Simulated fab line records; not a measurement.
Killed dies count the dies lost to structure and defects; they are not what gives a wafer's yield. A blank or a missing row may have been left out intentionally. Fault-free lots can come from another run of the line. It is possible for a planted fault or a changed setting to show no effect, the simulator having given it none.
A struck lot beside a sound one + flow nand-harc + 32 steps out of a route of 1159
Sound: the wafers L908.2, L908.4, L908.5. Struck: wafer L913.2 (left out: L913.3, L913.5 of the same lot, which were not struck); the cause appears at the end.
Per side, at each step with rows, come the tool, then ch with its chambers, and then its first start. Under that, the readings that differ: sound wafers + struck wafers + difference of the means + sigmas: that difference in standard deviations of wafers without a fault.
alike: a reading whose means differ by less than 2 such deviations, as well as words and numbers matching on both sides. not compared: withheld readings; readings where some wafer has no value; bounds like >300 that might hide an equal value; numbers whose values overlap and for which the record gives no deviation.
A row with sigmas, a row that says differs or no value, or rows on one side alone: a step with any of these is where the two part. When numbers do not overlap yet have no deviation, they are printed without sigmas and do not part them. Lack of a reading on every wafer of one side parts them only where that side has two or more wafers.

first, 5 steps without rows for these wafers: NHARC_A_ONON_D1_DEP_22 (target thk 1000 nm); NHARC_A_ONON_D1_DEP_25 (target thk 1000 nm); NHARC_A_ONON_D1_DEP_28 (target thk 1000 nm); NHARC_A_ONON_D1_DEP_33 (deposits SiO2, target thk 200 nm); NHARC_A_CHANNEL_HOLE_D1_DEP_00 (deposits aC, target thk 3100 nm).
NHARC_A_CHANNEL_HOLE_D1_DEP_01: deposits SiON, target thk 140 nm.
  sound on pecvd-01 ch 0,2, day 10 02:36; struck on pecvd-04 ch 0, day 12 01:34
  alike: heater-power-w
then, 25 steps without rows for these wafers: NHARC_A_CHANNEL_HOLE_D1_DEHYDRATE_02 (time 120 s); NHARC_A_CHANNEL_HOLE_D1_HMDS_03 (time 30 s); NHARC_A_CHANNEL_HOLE_D1_COAT_36 (time 75 s); NHARC_A_CHANNEL_HOLE_D1_COAT_37 (time 65 s); NHARC_A_CHANNEL_HOLE_D1_COAT_04 (resist thk 90 nm); NHARC_A_CHANNEL_HOLE_D1_SOFTBAKE_05 (time 55 s); NHARC_A_CHANNEL_HOLE_D1_EBR_06; NHARC_A_CHANNEL_HOLE_D1_EXPOSE_07 (exposes mask HOLE D1, target cd 100 nm); NHARC_A_CHANNEL_HOLE_D1_PEB_08 (peb time 65 s); NHARC_A_CHANNEL_HOLE_D1_DEVELOP_09 (develop time 35 s); NHARC_A_CHANNEL_HOLE_D1_DESCUM_15 (chemistry O2, time 3 s); NHARC_A_CHANNEL_HOLE_D1_ETCH_38 (etches the open film in CF4, target depth 39 nm, time 65 s); NHARC_A_CHANNEL_HOLE_D1_ETCH_39 (etches the open film in N2/H2, target depth 260 nm, time 325 s); NHARC_A_CHANNEL_HOLE_D1_ETCH_34 (etches the open film in CF4/CHF3, target depth 154 nm, time 77 s); NHARC_A_CHANNEL_HOLE_D1_ETCH_16 (etches the open film in O2/COS, target depth 3100 nm, time 806 s); NHARC_A_CHANNEL_HOLE_D1_ETCH_19 (etches the open film in C4F8/O2/Ar, time 34.5 s); NHARC_A_CHANNEL_HOLE_D1_ETCH_20 (etches the open film in C4F8/O2/Ar, time 361.9 s, target depth 1600 nm); NHARC_A_CHANNEL_HOLE_D1_ETCH_21 (etches the open film in C4F8/O2/Ar, time 514.3 s, target depth 1600 nm); NHARC_A_CHANNEL_HOLE_D1_ETCH_22 (etches the open film in C4F8/O2/Ar, time 666.7 s, target depth 1600 nm); NHARC_A_CHANNEL_HOLE_D1_ETCH_23 (etches the open film in C4F8/O2/Ar, time 819 s, target depth 1600 nm); NHARC_A_CHANNEL_HOLE_D1_ETCH_24 (etches the open film in C4F8/O2/Ar, time 906.2 s, target depth 1500 nm); NHARC_A_CHANNEL_HOLE_D1_ETCH_25 (etches the open film in C4F8/O2/Ar, time 1040.2 s, target depth 1500 nm); NHARC_A_CHANNEL_HOLE_D1_ETCH_26 (etches the open film in C4F8/O2/Ar, time 224.1 s, target depth 300 nm); NHARC_A_CHANNEL_HOLE_D1_ETCH_33 (etches the open film in C4F8/O2/Ar, time 90 s, target depth 400 nm); NHARC_A_CHANNEL_HOLE_D1_STRIP_41 (strips in N2/H2).
-- record jumps: 12 days between struck wafers' starts before vs after; left off in module A_CHANNEL_HOLE_D1, resumes in module END, first step shown is number 1159 of the route --
NHARC_END_SORT_01:
  the record has rows for the struck wafers here (prober-02 ch 0, day 23 14:19) and none for the sound ones

WHERE THEY PART
Within this record, at NHARC_END_SORT_01 only.

WHY: what the simulator had put in
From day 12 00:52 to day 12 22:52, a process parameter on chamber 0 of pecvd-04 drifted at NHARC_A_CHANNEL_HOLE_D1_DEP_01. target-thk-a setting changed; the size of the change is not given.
